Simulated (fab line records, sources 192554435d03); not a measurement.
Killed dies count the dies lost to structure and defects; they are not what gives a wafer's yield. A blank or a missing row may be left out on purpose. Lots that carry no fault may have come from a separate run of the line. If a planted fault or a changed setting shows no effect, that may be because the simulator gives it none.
fab line records	flow n5_finfet	part 1 of 2: steps 1 to 26 of 38
[record] lots = 5	wafers = 15	last_day = 22
route steps=1938 shown SD_EPI_P@320 SD_ACTIVATION@330 ILD0@335 SDB@347
lots untouched by any fault: they come from a run of this same line in which no faults occurred
start_h: hours from the record's first day to the start of the lot's first wafer shown	wait_h: hours since the lot's step before	" as in the row above	L1.1+2: a single row standing in for several wafers	- value missing, or start not given	* or withheld: withheld	< > ~ a bound
route shown NAME@n: NAME is a module with steps in the file, n the number in the route of the first one	usual: the fault-free wafers' mean and standard deviation	same: alike in all rows	chamber/n: place in a boat	sites: per-site readings	_std_site: the standard deviation of these	_edge_site: inner sites' mean taken away from outer sites' mean	radius_mm: for every site, how far away it sits from the centre of the wafer	mask NAME#n: copy n	behind: the last tool/chamber to shape the wafer	hold: the reason the lot was held/the length of the hold in hours/how it ended	device: the transistor (n, p or np) that didn't switch	end of line: the route-end tests of the same wafers	a step given without rows: its recipe and nothing more	killed: at the first sort, the dies lost to defects and structure; wafer yield is something else	map: per-die view of a wafer (x killed, . not killed, _ where there is no die)
set.NAME: the setting the step ran with; set.NAME@STEP: the setting that earlier step ran with	model.NAME: the simulator's own value behind a step, which no gauge read
lots at selected steps of the route; one table per step, one row per wafer
services: the hour from which a tool's chamber was out of use, counted from the record's first day as start_h (under 0 if before that day), plus the number of hours and why
[[steps]]
[step N5_SD_EPI_P_VAPOR_ETCH_44]
[recipe] chemistry = NF3/Ar	target = SiGe30	temp_c = 25	time_s = 3.3	mode = isotropic
[same] time_s = 3.3
lot.wafer	tool	chamber	start_h	wait_h
L080.1+2+6	epi_rpcvd-01	0	91.19	0.1
L086.1+2+4	epi_rpcvd-04	0	129.17	0.1
L089.4+5+6	epi_rpcvd-01	0	145.85	0.1
L093.2+3+6	epi_rpcvd-01	0	167.75	0.2
L096.1+2+5	epi_rpcvd-01	0	188.49	0.2
[step N5_SD_EPI_P_EPI_21]
[recipe] material = SiGe:B	dopant = B	temp_c = 550	pressure_torr = 20	ambient = H2	time_s = 355
[same] epi_growth_time_s = 355	time_s = 355
lot.wafer	tool	chamber	start_h	wait_h
L080.1+2+6	epi_rpcvd-01	0	91.37	0.1
L086.1+2+4	epi_rpcvd-04	0	129.35	0.1
L089.4+5+6	epi_rpcvd-01	0	147.02	1.1
L093.2+3+6	epi_rpcvd-01	0	168.43	0.6
L096.1+2+5	epi_rpcvd-01	0	188.73	0.2
[step N5_SD_EPI_P_EPI_MEAS_23]
[recipe] mode = xrd
[usual] thk_nm = 61.0/1.3
lot.wafer	tool	chamber	start_h	wait_h	thk_nm
L080.1	film_metro-02	-	93.56	1.8	61.0
L080.2	"	-	"	"	61.3
L080.6	"	-	"	"	59.8
L086.1	film_metro-02	-	131.54	1.8	60.9
L086.2	"	-	"	"	59.6
L086.4	"	-	"	"	61.0
L089.4	film_metro-01	-	148.15	0.8	61.4
L089.5	"	-	"	"	60.1
L089.6	"	-	"	"	60.1
L093.2	film_metro-01	-	170.89	2.0	61.7
L093.3	"	-	"	"	58.7
L093.6	"	-	"	"	60.8
L096.1	film_metro-02	-	191.65	2.4	60.0
L096.2	"	-	"	"	59.5
L096.5	"	-	"	"	58.4
[step N5_SD_EPI_P_HM_STRIP_48]
[recipe] chemistry = H3PO4	temp_c = 160	material = SiNx	target = SiNx	target_depth_a = 30	overetch_fraction = 0.3
lot.wafer	tool	chamber	start_h	wait_h
L080.1+2+6	wet_bench-04	6,0,4	93.60	0.0
L086.1+2+4	wet_bench-01	7,0,4	131.58	0.0
L089.4+5+6	wet_bench-01	0,3,1	148.18	0.0
L093.2+3+6	wet_bench-04	6,5,7	170.92	0.0
L096.1+2+5	wet_bench-01	2,1,4	191.69	0.0
[step N5_SD_EPI_P_SRD_49]
[recipe] dry = ipa_marangoni	time_s = 30	temp_c = 23	rinse_liquid = diw
[same] time_s = 30
lot.wafer	tool	chamber	start_h	wait_h
L080.1+2+6	wet_bench-04	6,0,4	93.65	0.0
L086.1+2+4	wet_bench-01	7,0,4	131.64	0.0
L089.4+5+6	wet_bench-01	0,3,1	148.23	0.0
L093.2+3+6	wet_bench-04	6,5,7	170.97	0.0
L096.1+2+5	wet_bench-01	2,1,4	191.74	0.0
[step N5_SD_EPI_P_PRECLEAN_24]
[recipe] chemistry = O3/DIW	time_s = 45	temp_c = 22	o3_ppm = 10
[same] time_s = 45
lot.wafer	tool	chamber	start_h	wait_h
L080.1+2+6	wet_bench-04	6,0,4	93.67	0.0
L086.1+2+4	wet_bench-01	7,0,4	131.66	0.0
L089.4+5+6	wet_bench-01	0,3,1	148.25	0.0
L093.2+3+6	wet_bench-04	6,5,7	170.99	0.0
L096.1+2+5	wet_bench-01	2,1,4	191.76	0.0
[step N5_SD_EPI_P_PRECLEAN_32]
[recipe] chemistry = dHF	time_s = 10	dilution = 500:1	temp_c = 25
[same] time_s = 10
lot.wafer	tool	chamber	start_h	wait_h
L080.1+2+6	wet_bench-04	6,0,4	93.68	0.0
L086.1+2+4	wet_bench-01	7,0,4	131.67	0.0
L089.4+5+6	wet_bench-01	0,3,1	148.27	0.0
L093.2+3+6	wet_bench-04	6,5,7	171.00	0.0
L096.1+2+5	wet_bench-01	2,1,4	191.77	0.0
[step N5_SD_EPI_P_PRECLEAN_33]
[recipe] chemistry = SC2	time_s = 45	temp_c = 35	mix = 1:1:50
[same] time_s = 45
lot.wafer	tool	chamber	start_h	wait_h
L080.1+2+6	wet_bench-04	6,0,4	93.68	0.0
L086.1+2+4	wet_bench-01	7,0,4	131.67	0.0
L089.4+5+6	wet_bench-01	0,3,1	148.27	0.0
L093.2+3+6	wet_bench-04	6,5,7	171.01	0.0
L096.1+2+5	wet_bench-01	2,1,4	191.77	0.0
[step N5_SD_EPI_P_SRD_25]
[recipe] time_s = 30	temp_c = 23	rinse_liquid = diw	dry = ipa_marangoni
[same] time_s = 30
lot.wafer	tool	chamber	start_h	wait_h
L080.1+2+6	wet_bench-04	6,0,4	93.70	0.0
L086.1+2+4	wet_bench-01	7,0,4	131.69	0.0
L089.4+5+6	wet_bench-01	0,3,1	148.28	0.0
L093.2+3+6	wet_bench-04	6,5,7	171.02	0.0
L096.1+2+5	wet_bench-01	2,1,4	191.79	0.0
[step N5_SD_EPI_P_INSPECT_26]
[recipe] inspect_instrument = darkfield	mode = post_epi
[usual] raw_defect_count = 159/33
lot.wafer	tool	chamber	start_h	wait_h	raw_defect_count
L080.1	defect_inspect-01	-	93.74	0.0	127
L080.2	"	-	"	"	127
L080.6	"	-	"	"	204
L086.1	defect_inspect-02	-	131.73	0.0	162
L086.2	"	-	"	"	197
L086.4	"	-	"	"	152
L089.4	defect_inspect-02	-	148.33	0.0	126
L089.5	"	-	"	"	117
L089.6	"	-	"	"	144
L093.2	defect_inspect-02	-	171.06	0.0	143
L093.3	"	-	"	"	130
L093.6	"	-	"	"	131
L096.1	defect_inspect-02	-	191.83	0.0	146
L096.2	"	-	"	"	204
L096.5	"	-	"	"	199
[step N5_SD_ACTIVATION_RTA_00]
[recipe] temp_c = 975	time_s = 0	ambient = N2	idle_temp_c = 600	ramp_up_c_per_s = 150	ramp_down_c_per_s = 60	cool_to_c = 600
[usual] lamp_power_pct = 8.96/0.052	wafer_temp_C_max = 975.1/2
[same] time_s = 0
lot.wafer	tool	chamber	start_h	wait_h	lamp_power_pct	wafer_temp_C_max
L080.1	rtp_anneal-02	0	93.76	0.0	8.93	974.8
L080.2	"	0	"	"	8.97	973.9
L080.6	"	0	"	"	8.92	976.4
L086.1	rtp_anneal-02	0	131.77	0.0	8.99	972.6
L086.2	"	0	"	"	8.94	975.7
L086.4	"	0	"	"	8.97	976.7
L089.4	rtp_anneal-01	0	148.44	0.1	8.94	975.0
L089.5	"	0	"	"	8.92	977.7
L089.6	"	0	"	"	8.98	974.9
L093.2	rtp_anneal-01	0	171.12	0.1	8.93	974.1
L093.3	"	0	"	"	8.89	971.6
L093.6	"	0	"	"	8.97	975.0
L096.1	rtp_anneal-02	0	191.85	0.0	8.98	974.7
L096.2	"	0	"	"	8.91	977.7
L096.5	"	0	"	"	8.92	977.6
[step N5_SD_ACTIVATION_LSA_01]
[recipe] temp_c = 1080	time_s = 0.0008	ambient = N2
[usual] wafer_temp_C_max = 1084.5/1
[same] time_s = 0.0008
lot.wafer	tool	chamber	start_h	wait_h	wafer_temp_C_max
L080.1	laser_anneal-01	0	93.96	0.2	1084.2
L080.2	"	0	"	"	1085.7
L080.6	"	0	"	"	1086.1
L086.1	laser_anneal-01	0	131.97	0.2	1085.8
L086.2	"	0	"	"	1084.8
L086.4	"	0	"	"	1085.7
L089.4	laser_anneal-02	0	148.64	0.2	1084.5
L089.5	"	0	"	"	1084.2
L089.6	"	0	"	"	1085.8
L093.2	laser_anneal-02	0	171.32	0.2	1082.8
L093.3	"	0	"	"	1084.7
L093.6	"	0	"	"	1083.7
L096.1	laser_anneal-01	0	192.05	0.2	1084.5
L096.2	"	0	"	"	1085.4
L096.5	"	0	"	"	1084.7
[step N5_SD_ACTIVATION_RS_MEAS_03]
[recipe] thk_meas_gauge = four-point-probe
[usual] RS_SD_N = 21.86/0.28	RS_SD_P = 55.9/0.89
lot.wafer	tool	chamber	start_h	wait_h	RS_SD_N[ohm/sq]	RS_SD_P[ohm/sq]
L080.1	film_metro-02	-	94.17	0.2	21.74	54.3
L080.2	"	-	"	"	21.49	54.6
L080.6	"	-	"	"	21.47	54.5
L086.1	film_metro-02	-	132.17	0.2	22.14	56.6
L086.2	"	-	"	"	22.20	57.2
L086.4	"	-	"	"	21.87	56.7
L089.4	film_metro-02	-	148.82	0.1	21.82	56.1
L089.5	"	-	"	"	21.58	56.3
L089.6	"	-	"	"	22.00	56.1
L093.2	film_metro-02	-	171.51	0.2	21.85	55.7
L093.3	"	-	"	"	21.76	55.7
L093.6	"	-	"	"	21.42	55.5
L096.1	film_metro-01	-	192.26	0.2	21.32	57.7
L096.2	"	-	"	"	21.52	56.7
L096.5	"	-	"	"	21.49	58.2
[step N5_SD_ACTIVATION_INSPECT_02]
[recipe] inspect_instrument = darkfield	mode = post_anneal
[usual] raw_defect_count = 159/31
lot.wafer	tool	chamber	start_h	wait_h	raw_defect_count
L080.1	defect_inspect-02	-	94.49	0.2	114
L080.2	"	-	"	"	130
L080.6	"	-	"	"	180
L086.1	defect_inspect-01	-	132.49	0.2	173
L086.2	"	-	"	"	209
L086.4	"	-	"	"	168
L089.4	defect_inspect-02	-	149.08	0.1	129
L089.5	"	-	"	"	125
L089.6	"	-	"	"	141
L093.2	defect_inspect-02	-	171.81	0.1	145
L093.3	"	-	"	"	131
L093.6	"	-	"	"	132
L096.1	defect_inspect-02	-	192.58	0.2	142
L096.2	"	-	"	"	194
L096.5	"	-	"	"	198
[step N5_ILD0_LINER_00]
[recipe] material = SiNx	target_thk_a = 40	temp_c = 400	ald_precursor_family = SiH2I2	ald_co_reactant = N2/H2-plasma	pulse_time_s = 1	purge_time_s = 2	co_reactant_purge_time_s = 2	ald_cycles = 80	pressure_torr = 2
[usual] heater_power_w = 839/110	precursor_pulse_height_rel = 0.996/0.019
[same] ald_cycles = 80
lot.wafer	tool	chamber	start_h	wait_h	heater_power_w	precursor_pulse_height_rel
L080.1	ald_sin-02	0	94.80	0.3	783	0.990
L080.2	"	3	"	"	808	0.973
L080.6	"	0	"	"	784	0.983
L086.1	ald_sin-01	0	132.84	0.4	712	1.031
L086.2	"	1	"	"	884	0.998
L086.4	"	3	"	"	854	0.997
L089.4	ald_sin-03	2	149.12	0.0	1078	1.013
L089.5	"	3	"	"	820	1.037
L089.6	"	0	"	"	811	0.974
L093.2	ald_sin-01	1	171.89	0.1	883	0.990
L093.3	"	2	"	"	964	1.005
L093.6	"	0	"	"	697	0.983
L096.1	ald_sin-03	3	192.93	0.3	815	0.973
L096.2	"	0	"	"	804	0.961
L096.5	"	3	"	"	820	0.983
[step N5_ILD0_FCVD_FILL_01]
[recipe] material = SiO2_flowable	target_thk_a = 2000	temp_c = 100	pressure_torr = 0.8	rf_w = 2000	time_s = 328.3
[same] time_s = 328.3
lot.wafer	tool	chamber	start_h	wait_h
L080.1+2+6	fcvd-01	1,0,1	95.21	0.2
L086.1+2+4	fcvd-02	0,1,1	133.26	0.2
L089.4+5+6	fcvd-01	1,0,1	149.65	0.3
L093.2+3+6	fcvd-01	1,0,0	172.31	0.2
L096.1+2+5	fcvd-02	1,0,1	193.34	0.2
[step N5_ILD0_CURE_02]
[recipe] temp_c = 450	time_s = 1800	ambient = steam	idle_temp_c = 400	ramp_up_c_per_min = 5	ramp_down_c_per_min = 3	densification_p_h2o_torr = 640
[usual] spike_tc_upper_C = 450.2/1	tube_center_temp_C = 450.01/0.039	zone_power_bottom_pct = 7.36/0.18	zone_power_lower_pct = 5.4/0.38
[same] time_s = 1800
lot.wafer	tool	chamber	start_h	wait_h	spike_tc_upper_C	tube_center_temp_C	zone_power_bottom_pct	zone_power_lower_pct
L080.1	furnace-03	0	95.61	0.3	449.3	449.95	7.53	5.0
L080.2	"	0	"	"	450.5	450	7.44	5.0
L080.6	"	0	"	"	450.2	449.99	7.57	5.0
L086.1	furnace-03	0	133.66	0.3	449.8	450.05	7.55	5.0
L086.2	"	0	"	"	449.7	449.99	7.60	5.0
L086.4	"	0	"	"	450.0	450.01	7.56	5.0
L089.4	furnace-03	0	149.94	0.2	448.2	450	7.56	4.9
L089.5	"	0	"	"	451.9	450.03	7.59	5.0
L089.6	"	0	"	"	447.9	450	7.44	5.0
L093.2	furnace-01	0	172.70	0.3	448.3	450.01	7.11	5.5
L093.3	"	0	"	"	451.4	450.04	7.17	5.6
L093.6	"	0	"	"	450.0	450.01	7.12	5.6
L096.1	furnace-02	0	193.74	0.3	449.9	450	7.35	6.0
L096.2	"	0	"	"	450.2	450.02	7.24	6.0
L096.5	"	0	"	"	449.8	450	7.28	6.0
[step N5_ILD0_CMP_03]
[recipe] stop_on = SiNx	t_overpolish_s = 1.9	post_cmp_clean = alkaline_brush	down_force_psi = 4.1491	platen_rpm = 51.796	pad_velocity_m_s = 1.0306	target_thk_nm = 197.38
[usual] motor_current_A = 12.3/1.4	overpolish_run_s = 1.900/0.0085	platen_rpm = 51.80/0.041	retaining_ring_pressure_frac = 1.000/0.0052	time_to_endpoint_s = 73/3.5
lot.wafer	tool	chamber	start_h	wait_h	motor_current_A	overpolish_run_s	platen_rpm	retaining_ring_pressure_frac	time_to_endpoint_s
L080.1	cmp-01	0	97.16	0.0	12.4	1.899	51.87	1.000	79
L080.2	"	2	"	"	13.8	1.900	51.84	1.006	79
L080.6	"	0	"	"	13.0	1.895	51.80	0.998	80
L086.4	cmp-03	2	135.26	0.1	11.5	1.908	51.86	1.003	71
L086.2	"	3	"	"	13.0	1.896	51.78	1.002	71
L086.1	"	0	"	"	12.1	1.906	51.77	1.011	70
L089.4	cmp-02	3	151.58	0.1	10.4	1.898	51.82	1.004	72
L089.6	"	1	"	"	12.8	1.908	51.83	1.008	77
L089.5	"	2	"	"	14.2	1.880	51.86	1.011	72
L093.3	cmp-02	0	174.31	0.1	12.1	1.891	51.79	1.001	77
L093.2	"	1	"	"	12.8	1.894	51.80	1.001	75
L093.6	"	0	"	"	12.0	1.922	51.81	0.992	75
L096.2	cmp-01	2	195.51	0.3	14.5	1.893	51.77	1.002	73
L096.1	"	3	"	"	14.1	1.899	51.86	0.993	77
L096.5	"	1	"	"	9.1	1.911	51.74	1.007	74
[step N5_ILD0_THK_MEAS_04]
[usual] thk_nm = 197.8/1
lot.wafer	tool	chamber	start_h	wait_h	thk_nm
L080.1	film_metro-01	-	97.46	-	196.7
L080.2	"	-	"	"	195.1
L080.6	"	-	"	"	196.6
L086.1	film_metro-01	-	135.51	-	196.1
L086.2	"	-	"	"	196.5
L086.4	"	-	"	"	196.2
L089.4	film_metro-02	-	151.80	-	197.2
L089.5	"	-	"	"	197.8
L089.6	"	-	"	"	198.0
L093.2	film_metro-02	-	174.57	-	198.7
L093.3	"	-	"	"	201.2
L093.6	"	-	"	"	200.4
L096.1	film_metro-02	-	195.77	-	197.8
L096.2	"	-	"	"	197.4
L096.5	"	-	"	"	197.5
[step N5_ILD0_CMP_07]
[recipe] stop_on = poly-Si	material = SiO2_flowable	t_overpolish_s = 1.18	post_cmp_clean = alkaline_brush	down_force_psi = 4.1491	platen_rpm = 51.796	pad_velocity_m_s = 1.0306	target_thk_nm = 138.88
[usual] motor_current_A = 12.4/1.3	platen_rpm = 51.80/0.037	retaining_ring_pressure_frac = 1.001/0.0049
lot.wafer	tool	chamber	start_h	wait_h	motor_current_A	platen_rpm	retaining_ring_pressure_frac
L080.2	cmp-01	3	97.52	0.1	13.8	51.85	0.991
L080.1	"	1	"	"	10.0	51.79	0.997
L080.6	"	2	"	"	13.9	51.84	1.005
L086.4	cmp-02	0	135.58	0.1	12.4	51.75	0.995
L086.2	"	1	"	"	12.3	51.75	1.003
L086.1	"	2	"	"	14.1	51.82	0.995
L089.4	cmp-03	0	151.83	0.0	12.4	51.81	1.006
L089.6	"	0	"	"	12.4	51.82	0.997
L089.5	"	1	"	"	13.3	51.78	0.995
L093.3	cmp-03	2	174.60	0.0	12.1	51.74	0.997
L093.2	"	1	"	"	12.0	51.80	0.997
L093.6	"	2	"	"	11.5	51.75	0.994
L096.1	cmp-01	2	196.01	0.2	14.3	51.89	0.994
L096.2	"	3	"	"	13.1	51.80	1.001
L096.5	"	0	"	"	13.2	51.80	1.006
[step N5_ILD0_THK_MEAS_08]
[usual] thk_nm = 139.2/0.83
lot.wafer	tool	chamber	start_h	wait_h	thk_nm
L080.1	film_metro-02	-	97.78	-	138.1
L080.2	"	-	"	"	139.7
L080.6	"	-	"	"	139.2
L086.1	film_metro-01	-	135.84	-	140.0
L086.2	"	-	"	"	140.6
L086.4	"	-	"	"	139.1
L089.4	film_metro-02	-	152.13	-	138.9
L089.5	"	-	"	"	139.8
L089.6	"	-	"	"	138.4
L093.2	film_metro-02	-	174.89	-	139.2
L093.3	"	-	"	"	138.8
L093.6	"	-	"	"	138.7
L096.1	film_metro-01	-	196.23	-	139.6
L096.2	"	-	"	"	138.8
L096.5	"	-	"	"	138.2
[step N5_ILD0_PRECLEAN_10]
[recipe] chemistry = NF3:NH3	afs_cycles = 5	time_s = 20	temp_c = 30	sublimation_temp_c = 180	sublimation_time_s = 60	pressure_torr = 3	rf_power_w = 30
[same] time_s = 20
lot.wafer	tool	chamber	start_h	wait_h
L080.1+2+6	remote_plasma-02	0	97.82	0.0
L086.1+2+4	remote_plasma-02	1	135.87	0.0
L089.4+5+6	remote_plasma-02	1	152.49	0.4
L093.2+3+6	remote_plasma-01	0	175.04	0.1
L096.1+2+5	remote_plasma-01	0	196.36	0.1
[step N5_ILD0_ALD_15]
[recipe] material = SiNx	target_thk_a = 240	temp_c = 400	ald_precursor_family = SiH2I2	ald_co_reactant = N2/H2-plasma	pulse_time_s = 1	ald_cycles = 480	purge_time_s = 2	co_reactant_purge_time_s = 2	pressure_torr = 2
[usual] heater_power_w = 833/100	precursor_pulse_height_rel = 0.999/0.021
[same] ald_cycles = 480
lot.wafer	tool	chamber	start_h	wait_h	heater_power_w	precursor_pulse_height_rel
L080.1	ald_sin-01	0	98.59	0.7	692	0.970
L080.2	"	3	"	"	835	0.998
L080.6	"	1	99.68	1.2	841	1.011
L086.1	ald_sin-01	0	136.55	0.6	676	0.986
L086.2	"	1	"	"	843	1.003
L086.4	"	3	"	"	820	1.019
L089.4	ald_sin-01	0	152.84	0.2	719	0.978
L089.5	"	2	153.93	1.2	999	1.057
L089.6	"	1	"	"	824	0.992
L093.2	ald_sin-03	0	175.84	0.7	795	0.993
L093.3	"	1	"	"	725	0.986
L093.6	"	3	176.93	1.3	830	1.010
L096.1	ald_sin-02	3	197.04	0.6	739	1.026
L096.2	"	2	"	"	787	1.031
L096.5	"	0	198.13	1.2	762	1.030
[step N5_ILD0_CMP_12]
[recipe] stop_on = poly-Si	material = SiNx	t_overpolish_s = 6	post_cmp_clean = alkaline_brush	down_force_psi = 2.5	platen_rpm = 51.8	pad_velocity_m_s = 1.0307	target_thk_nm = 17.67
[usual] motor_current_A = 9.1/1.1	overpolish_run_s = 5.998/0.0092	platen_rpm = 51.80/0.037	retaining_ring_pressure_frac = 1.000/0.0054	time_to_endpoint_s = 29.1/2.2
lot.wafer	tool	chamber	start_h	wait_h	motor_current_A	overpolish_run_s	platen_rpm	retaining_ring_pressure_frac	time_to_endpoint_s
L080.2	cmp-02	3	100.79	1.1	7.6	6.000	51.84	0.993	26.5
L080.1	"	2	"	"	10.6	6.005	51.81	0.997	28.8
L080.6	"	0	"	"	9.2	6.019	51.79	1.001	30.1
L086.2	cmp-03	3	138.79	1.2	9.8	6.006	51.81	1.006	30.0
L086.1	"	0	"	"	8.7	5.984	51.72	0.991	27.6
L086.4	"	1	"	"	9.4	5.989	51.76	1.000	30.6
L089.4	cmp-02	3	155.12	1.2	7.2	5.992	51.82	0.999	31.6
L089.6	"	1	"	"	9.9	6.003	51.79	1.002	34.4
L089.5	"	2	"	"	10.5	6.003	51.70	0.997	29.9
L093.2	cmp-01	0	178.05	1.1	9.4	6.001	51.86	0.994	25.7
L093.3	"	1	"	"	7.4	6.004	51.81	1.006	25.8
L093.6	"	1	"	"	7.5	5.999	51.78	1.002	24.0
L096.1	cmp-01	3	199.24	1.1	10.6	5.997	51.78	1.007	31.7
L096.2	"	2	"	"	10.3	6.007	51.79	0.989	30.9
L096.5	"	3	"	"	10.1	5.997	51.83	1.002	33.4
[step N5_ILD0_THK_MEAS_13]
[usual] thk_nm = 17.9/0.99
lot.wafer	tool	chamber	start_h	wait_h	thk_nm
L080.1	film_metro-01	-	101.08	-	17.2
L080.2	"	-	"	"	16.4
L080.6	"	-	"	"	17.3
L086.1	film_metro-02	-	139.05	-	18.1
L086.2	"	-	"	"	17.6
L086.4	"	-	"	"	17.8
L089.4	film_metro-02	-	155.34	-	17.3
L089.5	"	-	"	"	18.4
L089.6	"	-	"	"	19.2
L093.2	film_metro-02	-	178.35	-	16.3
L093.3	"	-	"	"	16.5
L093.6	"	-	"	"	17.6
L096.1	film_metro-01	-	199.54	-	18.1
L096.2	"	-	"	"	17.5
L096.5	"	-	"	"	18.3
[step N5_ILD0_INSPECT_06]
[recipe] inspect_instrument = darkfield	mode = post_cmp
[usual] raw_defect_count = 33/16
lot.wafer	tool	chamber	start_h	wait_h	raw_defect_count
L080.1	defect_inspect-01	-	101.11	0.0	28
L080.2	"	-	"	"	11
L080.6	"	-	"	"	20
L086.1	defect_inspect-01	-	139.08	0.0	29
L086.2	"	-	"	"	20
L086.4	"	-	"	"	10
L089.4	defect_inspect-02	-	155.37	0.0	14
L089.5	"	-	"	"	27
L089.6	"	-	"	"	43
L093.2	defect_inspect-02	-	178.37	0.0	42
L093.3	"	-	"	"	68
L093.6	"	-	"	"	49
L096.1	defect_inspect-02	-	199.56	0.0	36
L096.2	"	-	"	"	34
L096.5	"	-	"	"	18
